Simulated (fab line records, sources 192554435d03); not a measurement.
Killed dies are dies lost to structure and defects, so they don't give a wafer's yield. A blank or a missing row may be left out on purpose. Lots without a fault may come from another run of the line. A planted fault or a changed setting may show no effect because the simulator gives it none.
Chamber matching | flow n5_finfet | N5_BEOL_M0_SAQP_HM_DEP_111 on pecvd-03: 3 sister chambers
The step deposits SiO2 from SiH4/N2O, target thk 12 nm, time 7.2 s. 3 wafers are shown with their chamber, then 9 later ones without.

WAFERS WITH THEIR CHAMBER
wafer  | chamber | showerhead_plenum_p_Torr (Torr)
L088.2 | 1       | 8.39
L088.3 | 0       | 8.11
L088.5 | 2       | 8.09

WAFERS WITHOUT THEIR CHAMBER
wafer  | showerhead_plenum_p_Torr (Torr)
L090.1 | 8.38
L090.3 | 8.13
L090.4 | 8.11
L093.2 | 8.08
L093.5 | 8.38
L093.6 | 8.10
L094.3 | 8.10
L094.4 | 8.09
L094.5 | 8.39

WHICH CHAMBER EACH WENT THROUGH
wafer  | from the rows above     | in truth
L090.1 | 1                       | 1
L090.3 | can't be placed: 0 or 2 | 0
L090.4 | can't be placed: 0 or 2 | 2
L093.2 | can't be placed: 2 or 0 | 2
L093.5 | 1                       | 1
L093.6 | can't be placed: 0 or 2 | 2
L094.3 | can't be placed: 0 or 2 | 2
L094.4 | can't be placed: 2 or 0 | 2
L094.5 | 1                       | 1
Placed correctly: 3 of 9. Can't be placed from these rows: 6 (the true chamber is among the candidates in 6). Placed wrongly: 0.
How it was worked out, from the rows above alone: a wafer's distance from a chamber is the root of the sum, over the readings, of the square of ((its reading less the chamber's mean) divided by the reading's scatter). The wafer belongs to the nearest chamber; if the next one is less than 2 further off, it can't be placed. A chamber's mean is the mean of its shown wafers. The scatter: with one shown wafer a chamber, the root of the mean of the squares of how far each hidden wafer lies from its nearest shown one.
